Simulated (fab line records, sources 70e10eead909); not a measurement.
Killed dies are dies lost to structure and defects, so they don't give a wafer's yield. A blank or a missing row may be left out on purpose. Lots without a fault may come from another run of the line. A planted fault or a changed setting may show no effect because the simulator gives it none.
fab line records | flow nand_harc
record lots=6 wafers=18 last_day=26
route steps=1159 shown A_CONTACT@931
lots that met no fault: from a run of the same line without faults
start_h: hours from the record's first day to the start of the lot's first wafer shown | wait_h: hours since the lot's step before | " the same as in the row above | L1.1+2: a row that stands for several wafers | - no value, or no start given | * or withheld: withheld | < > ~ a bound
route shown NAME@n: a module of which the file shows steps, and the number in the route of the first | usual: mean/standard deviation of fault-free wafers | same: alike in all rows | chamber/n: place in a boat | sites: the reading at each site | _std_site: their standard deviation | _edge_site: outer sites' mean less inner sites' | radius_mm: how far each site lies from the wafer's centre | mask NAME#n: copy n | behind: the tool/chamber that last shaped the wafer | hold: why the lot was held/for how many hours/how that ended | device: the transistor (n, p or np) that didn't switch | end of line: the same wafers' tests at the end of the route | a step without rows: its recipe alone | killed: dies lost to structure and defects at the first sort, not the wafer's yield | map: a wafer's dies, x killed, . not, _ none there
set.NAME: the setting as run; set.NAME@STEP: as run at that earlier step | model.NAME: the simulator's own value behind a step, which no gauge read
lots at some steps of the route; a table a step, a row a wafer
services: from which hour (start_h, from the record's first day; less than 0 if before it) a tool's chamber was out of use, for how many hours, and why
## steps
# step NHARC_A_CONTACT_EBR_04
# step NHARC_A_CONTACT_EXPOSE_05
# recipe na=1.35 sigma_outer=0.8 dose_mj=84.24 mask_id=A_CC
# step NHARC_A_CONTACT_PEB_06
# recipe peb_temp_c=100 peb_time_s=65
# step NHARC_A_CONTACT_DEVELOP_07
# recipe develop_time_s=35 dev_temp_c=23
# step NHARC_A_CONTACT_CD_MEAS_08
# recipe target_cd_nm=100 landing_energy_ev=500
# usual cd_nm=99.9/0.59
# columns lot.wafer tool chamber start_h wait_h cd_nm
L685.2 cd_sem-03 0 435.67 - 100.7
L685.4 " 0 " " 99.9
L685.6 " 0 " " 99.4
L688.2 cd_sem-02 0 444.80 - 100.7
L688.3 " 0 " " 99.7
L688.6 " 0 " " 100.4
L699.1 cd_sem-02 0 495.38 - 100.1
L699.5 " 0 " " 99.6
L699.6 " 0 " " 99.8
L695.1 cd_sem-01 0 506.01 - 100.6
L695.4 " 0 " " 100.3
L695.6 " 0 " " 99.7
L700.1 cd_sem-03 0 516.71 - 100.3
L700.3 " 0 " " 99.7
L700.6 " 0 " " 100.3
L705.1 cd_sem-01 0 541.52 - 99.9
L705.4 " 0 " " 100.0
L705.6 " 0 " " 100.5
# step NHARC_A_CONTACT_OVL_MEAS_09
# usual overlay_x_nm=0.0/0.9 overlay_y_nm=0.1/0.88
# columns lot.wafer tool chamber start_h wait_h overlay_x_nm overlay_y_nm
L685.2 overlay-01 - 435.75 - -1.3 -0.6
L685.4 " - " " -0.9 -1.0
L685.6 " - " " -1.5 -1.5
L688.2 overlay-02 - 444.88 - 0.8 0.7
L688.3 " - " " 1.0 0.6
L688.6 " - " " 0.7 1.2
L699.1 overlay-02 - 495.48 - 0.6 0.3
L699.5 " - " " 0.1 0.1
L699.6 " - " " 0.4 0.5
L695.1 overlay-02 - 506.10 - -0.3 1.4
L695.4 " - " " -0.3 1.7
L695.6 " - " " -0.7 1.8
L700.1 overlay-01 - 516.80 - -1.1 0.9
L700.3 " - " " -0.9 0.7
L700.6 " - " " -1.1 1.0
L705.1 overlay-02 - 541.61 - 0.0 0.0
L705.4 " - " " -0.5 0.2
L705.6 " - " " -0.9 0.1
# step NHARC_A_CONTACT_INSPECT_10
# usual raw_defect_count=28/15
# columns lot.wafer tool chamber start_h wait_h raw_defect_count
L685.2 defect_inspect-01 - 435.79 0.0 13
L685.4 " - " " 9
L685.6 " - " " 7
L688.2 defect_inspect-02 - 444.92 0.0 39
L688.3 " - " " 30
L688.6 " - " " 31
L699.1 defect_inspect-02 - 495.52 0.0 59
L699.5 " - " " 63
L699.6 " - " " 45
L695.1 defect_inspect-01 - 506.13 0.0 28
L695.4 " - " " 27
L695.6 " - " " 27
L700.1 defect_inspect-02 - 516.83 0.0 34
L700.3 " - " " 37
L700.6 " - " " 42
L705.1 defect_inspect-01 - 541.64 0.0 46
L705.4 " - " " 43
L705.6 " - " " 38
# step NHARC_A_CONTACT_DESCUM_13
# recipe time_s=3 o2_flow_sccm=200 ar_flow_sccm=0 bias_power_w=0 chemistry=O2
# usual drypump_motor_current_A=5.5/0.5 oes_product_au=1.001/0.011 rf_vpp_V=57.7/0.86 showerhead_plenum_p_Torr=1.92/0.099 throttle_valve_pct=11.313/0.0091
# columns lot.wafer tool chamber start_h wait_h drypump_motor_current_A oes_product_au rf_hours_counter_h rf_vpp_V showerhead_plenum_p_Torr throttle_valve_pct
L685.2 rie_diel-11 3 435.96 0.2 4.8 0.998 27 58.4 1.80 11.323
L685.4 " 1 " " 6.4 0.988 - 58.0 1.86 11.307
L685.6 " 2 " " 6.0 0.983 - 57.0 1.88 11.302
L688.2 rie_diel-08 3 445.04 0.1 5.1 0.993 48 58.0 1.83 11.299
L688.3 " 1 " " 5.4 1.017 49 56.8 1.95 11.312
L688.6 " 3 " " 5.1 1.001 - 57.0 1.83 11.305
L699.1 rie_diel-11 3 495.58 0.1 4.8 1.001 50 57.0 1.79 11.301
L699.5 " 3 " " 4.8 1.002 - 56.2 1.79 11.316
L699.6 " 0 " " 5.9 1.005 - 57.3 1.77 11.321
L695.1 rie_diel-13 1 506.20 0.1 6.0 1.001 6 58.9 1.93 11.326
L695.4 " 3 " " 5.6 0.991 7 57.9 1.98 11.332
L695.6 " 1 " " 6.1 1.012 - 58.2 1.93 11.299
L700.1 rie_diel-11 2 516.90 0.1 6.0 0.993 56 59.1 1.87 11.314
L700.3 " 3 " " 4.9 0.984 58 58.8 1.79 11.323
L700.6 " 1 " " 6.4 0.982 - 56.4 1.85 11.299
L705.1 rie_diel-13 2 541.75 0.1 6.2 1.013 16 57.0 2.07 11.302
L705.4 " 3 " " 5.6 0.995 16 58.5 1.98 11.312
L705.6 " 2 " " 6.2 1.019 - 57.4 2.07 11.318
# step NHARC_A_CONTACT_ETCH_88
# recipe target_depth_a=390 over_etch_frac=0.3 time_s=65 ion_energy_ev=80 cf4_flow_sccm=150 ar_flow_sccm=0 rf_w=300 bias_w=100 chemistry=CF4
# usual bias_w=100.02/0.3 cf4_flow_sccm=150.0/0.4 drypump_motor_current_A=5.5/0.5 oes_product_au=1.000/0.01 rf_vpp_V=151.3/1.4 showerhead_plenum_p_Torr=1.77/0.084 throttle_valve_pct=13.284/0.0086
# columns lot.wafer tool chamber start_h wait_h bias_w cf4_flow_sccm drypump_motor_current_A oes_product_au rf_hours_counter_h rf_vpp_V showerhead_plenum_p_Torr throttle_valve_pct
L685.2 rie_diel-11 2 436.17 0.2 100.22 150.0 6.0 1.000 25 151.0 1.74 13.280
L685.4 " 2 " " 100.03 149.7 6.0 0.984 - 150.8 1.74 13.299
L685.6 " 3 " " 99.82 149.7 4.8 1.008 - 148.6 1.67 13.276
L688.3 rie_diel-08 2 445.13 0.1 100.08 150.4 4.8 1.017 55 152.6 1.84 13.290
L688.2 " 3 " " 100.41 150.4 5.1 1.002 48 149.7 1.69 13.293
L688.6 " 2 " " 99.92 149.1 4.8 1.006 - 151.0 1.84 13.275
L699.1 rie_diel-11 2 495.76 0.2 100.19 150.5 6.0 0.994 49 152.2 1.73 13.300
L699.5 " 3 " " 100.49 149.9 4.8 0.999 - 149.5 1.66 13.276
L699.6 " 2 " " 100.03 150.2 6.0 0.994 - 149.8 1.73 13.293
L695.4 rie_diel-13 1 506.33 0.1 100.18 150.0 6.1 0.984 6 152.4 1.78 13.297
L695.1 " 0 " " 99.94 150.0 5.1 1.006 7 149.8 1.68 13.283
L695.6 " 1 " " 99.91 149.1 6.0 0.988 - 150.6 1.78 13.296
L700.3 rie_diel-11 3 516.98 0.1 99.88 149.9 4.8 0.981 58 149.8 1.66 13.295
L700.1 " 0 " " 100.33 150.0 5.9 1.003 58 148.9 1.64 13.284
L700.6 " 3 " " 99.74 150.2 4.8 1.001 - 148.7 1.66 13.289
L705.1 rie_diel-13 2 541.82 0.1 99.50 150.5 6.2 1.019 16 153.9 1.90 13.284
L705.4 " 3 " " 99.73 150.1 5.6 1.004 16 152.0 1.83 13.294
L705.6 " 3 " " 100.08 150.5 5.6 1.002 - 150.1 1.83 13.287
# step NHARC_A_CONTACT_ETCH_89
# recipe target_depth_a=2600 over_etch_frac=0.3 time_s=475.3 ion_energy_ev=200 n2_flow_sccm=150 h2_flow_sccm=150 ar_flow_sccm=0 rf_w=400 bias_w=150 chemistry=N2/H2
# usual bias_w=150.0/0.46 chamber_pressure_mTorr=30.005/0.028 drypump_motor_current_A=5.5/0.49 oes_product_au=1.001/0.0089 rf_vpp_V=430.4/2.9 showerhead_plenum_p_Torr=2.04/0.11 throttle_valve_pct=14.172/0.0093
# columns lot.wafer tool chamber start_h wait_h bias_w chamber_pressure_mTorr drypump_motor_current_A oes_product_au rf_hours_counter_h rf_vpp_V showerhead_plenum_p_Torr throttle_valve_pct
L685.2 rie_diel-11 3 - - 149.8 30.037 4.8 0.996 27 426.8 1.92 14.181
L685.4 " 3 " " 149.5 30.067 4.8 0.995 - 427.2 1.91 14.179
L685.6 " 1 " " 148.9 29.968 6.4 0.992 - 427.3 1.98 14.173
L688.3 rie_diel-08 1 - - 150.3 29.958 5.4 1.006 49 431.9 2.08 14.172
L688.2 " 0 " " 150.4 30.037 5.7 0.993 54 435.4 2.20 14.163
L688.6 " 1 " " 150.6 30.041 5.4 1.009 - 431.5 2.08 14.182
L699.1 rie_diel-11 3 - - 150.6 30.033 4.8 1.004 50 427.3 1.91 14.164
L699.5 " 2 " " 150.5 30.022 6.1 0.980 - 429.6 1.99 14.161
L699.6 " 3 " " 150.4 30.017 4.8 0.995 - 426.6 1.91 14.168
L695.1 rie_diel-13 2 - - 150.2 30.002 6.2 1.017 7 434.4 2.22 14.169
L695.4 " 0 " " 150.0 29.985 5.1 1.009 7 426.8 1.92 14.157
L695.6 " 2 " " 149.6 29.979 6.2 1.012 - 435.5 2.22 14.175
L700.1 rie_diel-11 3 - - 150.1 29.964 4.8 0.997 58 427.4 1.90 14.159
L700.3 " 0 " " 149.7 29.956 6.0 1.021 58 427.1 1.88 14.161
L700.6 " 1 " " 150.6 30.043 6.4 0.991 - 429.2 1.97 14.188
L705.1 rie_diel-13 0 - - 149.8 30.043 5.1 1.012 15 426.2 1.92 14.178
L705.4 " 1 " " 149.7 29.979 6.0 0.997 15 432.0 2.05 14.173
L705.6 " 3 " " 149.3 29.982 5.6 0.995 - 431.2 2.11 14.182
# step NHARC_A_CONTACT_ETCH_30
# recipe target_depth_a=605 time_s=30.2 cf4_flow_sccm=100 chf3_flow_sccm=30 ar_flow_sccm=0 rf_w=500 bias_w=200 chemistry=CF4/CHF3
# step NHARC_A_CONTACT_ETCH_31
# recipe target_depth_a=20000 over_etch_frac=0.3 time_s=520 ion_energy_ev=150 o2_flow_sccm=400 cos_flow_sccm=20 ar_flow_sccm=0 rf_w=500 bias_w=300 chemistry=O2/COS
# usual bias_w=300.0/0.9 chamber_pressure_mTorr=20.000/0.019 drypump_motor_current_A=5.5/0.51 oes_product_au=1.002/0.0099 rf_vpp_V=314.2/2.2 showerhead_plenum_p_Torr=3.13/0.15 throttle_valve_pct=28.330/0.0086
# columns lot.wafer tool chamber start_h wait_h bias_w chamber_pressure_mTorr drypump_motor_current_A oes_product_au rf_hours_counter_h rf_vpp_V showerhead_plenum_p_Torr throttle_valve_pct
L685.2 rie_diel-11 3 - - 299.5 20.016 4.8 0.996 28 311.0 2.95 28.329
L685.6 " 3 " " 301.4 20.021 4.8 0.995 - 312.1 2.94 28.341
L685.4 " 1 " " 300.9 19.981 6.4 0.994 - 311.8 3.03 28.329
L688.3 rie_diel-08 0 - - 299.5 19.977 5.7 1.001 54 316.5 3.34 28.336
L688.2 " 1 " " 300.5 19.975 5.4 1.010 50 314.1 3.18 28.358
L688.6 " 3 " " 299.8 19.999 5.1 1.000 - 313.6 2.99 28.335
L699.1 rie_diel-11 0 - - 300.9 19.975 6.0 0.996 51 311.4 2.90 28.336
L699.5 " 1 " " 301.4 19.970 6.4 0.991 - 313.1 3.02 28.317
L699.6 " 2 " " 300.9 20.003 6.0 0.989 - 313.7 3.05 28.320
L695.4 rie_diel-13 1 - - 301.0 20.021 6.1 0.993 6 314.7 3.15 28.327
L695.1 " 2 " " 299.1 20.020 6.2 1.022 7 316.2 3.37 28.333
L695.6 " 0 " " 299.1 19.983 5.1 1.010 - 311.5 2.96 28.318
L700.1 rie_diel-11 0 - - 299.5 19.991 5.9 1.021 58 310.9 2.89 28.329
L700.3 " 2 " " 300.2 20.007 6.0 0.998 56 313.7 3.05 28.334
L700.6 " 1 " " 299.0 19.996 6.4 1.000 - 313.0 3.02 28.331
L705.1 rie_diel-13 3 - - 298.9 19.992 5.6 1.000 16 316.5 3.22 28.338
L705.4 " 0 " " 300.5 20.004 5.1 1.009 15 311.1 2.96 28.327
L705.6 " 2 " " 300.6 19.988 6.3 1.020 - 317.9 3.36 28.316
# step NHARC_A_CONTACT_ETCH_134
# recipe source_w=withheld pressure_mtorr=20 bias_v=withheld time_s=140 target_depth_a=7000 ar_flow_sccm=withheld c4f8_flow_sccm=withheld o2_flow_sccm=withheld chemistry=C4F8/O2/Ar
# usual chamber_pressure_mTorr=20.000/0.018 oes_air_line_au=0.998/0.022
# columns lot.wafer tool chamber start_h wait_h chamber_pressure_mTorr oes_air_line_au rf_hours_counter_h
L685.2 har_cap_etch-03 0 438.11 - 20.011 0.992 91
L685.4 " 0 " " 19.994 0.978 -
L685.6 " 0 " " 20.028 0.963 -
L688.2 har_cap_etch-03 1 446.09 - 19.995 0.994 93
L688.3 " 0 " " 19.998 0.996 -
L688.6 " 0 " " 20.013 0.960 -
L699.1 har_cap_etch-03 0 497.17 - - - -
L699.6 " 1 " " - - -
L699.5 " 0 " " - - -
L695.1 har_cap_etch-03 1 507.24 - - - -
L695.4 " 1 " " - - -
L695.6 " 0 " " - - -
L700.1 har_cap_etch-03 0 517.91 - 20.007 1.017 103
L700.3 " 1 " " 19.955 1.028 -
L700.6 " 1 " " 19.994 1.010 -
L705.1 har_cap_etch-02 0 542.80 - 19.989 0.986 38
L705.4 " 1 " " 19.979 1.007 -
L705.6 " 0 " " 20.012 0.971 -
# step NHARC_A_CONTACT_ETCH_135
# recipe source_w=withheld pressure_mtorr=20 bias_v=3000 time_s=132 target_depth_a=12870 ar_flow_sccm=withheld c4f8_flow_sccm=withheld o2_flow_sccm=withheld chemistry=C4F8/O2/Ar
# usual chamber_pressure_mTorr=20.000/0.018 oes_air_line_au=0.999/0.021
# columns lot.wafer tool chamber start_h wait_h chamber_pressure_mTorr oes_air_line_au rf_hours_counter_h
L685.2 har_cap_etch-03 0 438.30 0.2 20.004 1.032 91
L685.4 " 0 " " 19.976 0.997 -
L685.6 " 0 " " 19.990 1.004 -
L688.2 har_cap_etch-03 1 446.29 0.2 19.998 0.990 93
L688.3 " 0 " " 20.039 1.011 -
L688.6 " 0 " " 20.007 0.993 -
L699.1 har_cap_etch-03 0 497.36 0.2 19.983 0.990 98
L699.6 " 1 " " 20.044 1.025 -
L699.5 " 0 " " 20.010 0.999 -
L695.1 har_cap_etch-03 1 507.44 0.2 19.996 1.012 100
L695.4 " 1 " " 19.987 0.979 -
L695.6 " 0 " " 20.010 0.958 -
L700.1 har_cap_etch-03 0 518.10 0.2 20.010 1.041 103
L700.3 " 1 " " 20.016 0.993 -
L700.6 " 1 " " 19.982 0.932 -
L705.1 har_cap_etch-02 0 542.99 0.2 19.991 1.004 38
L705.4 " 1 " " 19.990 1.003 -
L705.6 " 0 " " 20.013 0.994 -
## services
# columns tool chamber start_h hours kind
rie_diel-11 0 426.13 - clean
rie_diel-11 1 426.13 - clean
rie_diel-11 2 426.13 - clean
rie_diel-11 3 426.13 - clean
rie_diel-11 0 450.63 - clean
rie_diel-11 1 450.63 - clean
rie_diel-11 2 450.63 - clean
rie_diel-11 3 450.63 - clean
rie_diel-13 - 453.08 9.0 pm
har_cap_etch-03 - 467.09 0.3 repair
rie_diel-11 0 475.13 - clean
rie_diel-11 1 475.13 - clean
rie_diel-11 2 475.13 - clean
rie_diel-11 3 475.13 - clean
rie_diel-08 - 480.12 9.0 pm
rie_diel-11 1 492.62 4.0 repair
rie_diel-11 0 499.73 - clean
rie_diel-11 1 499.73 - clean
rie_diel-11 2 499.73 - clean
rie_diel-11 3 499.73 - clean
rie_diel-11 0 524.26 - clean
rie_diel-11 1 524.26 - clean
rie_diel-11 2 524.26 - clean
rie_diel-13 0 526.94 4.7 repair
## key
first_sign step=NHARC_A_CONTACT_ETCH_134 reading=tool_record direction=missing
effect none on later readings
met_at NHARC_A_CONTACT_ETCH_134
struck_wafers L695.1,L695.4,L695.6,L699.1,L699.5,L699.6
later_rows_left_out L695.1,L695.4,L695.6,L699.1,L699.5,L699.6
sort_left_out L695.1,L695.4,L695.6,L699.1,L699.5,L699.6
tester_left_out L695,L699
onset_between 446.09 497.17
fault kind=skipped_step_whole tool=har_cap_etch-03 chamber=- onset_h=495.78 steps=NHARC_A_CONTACT_ETCH_134 scope=struck_lots_only
# tester_left_out: of these lots the tester's yield and bins aren't shown, on N5 and GAA mostly nor the transistor test; their killed dies are dies lost to structure and defects alone, not to doping, threshold or leakage, so they don't give the yield
# sort_left_out: the simulated sort isn't trusted on such a fault, so these wafers' sort isn't shown, and their yield isn't known
# later_rows_left_out: the simulator's readings of these wafers behind a module that went badly wrong aren't trusted and aren't shown, but for the sort
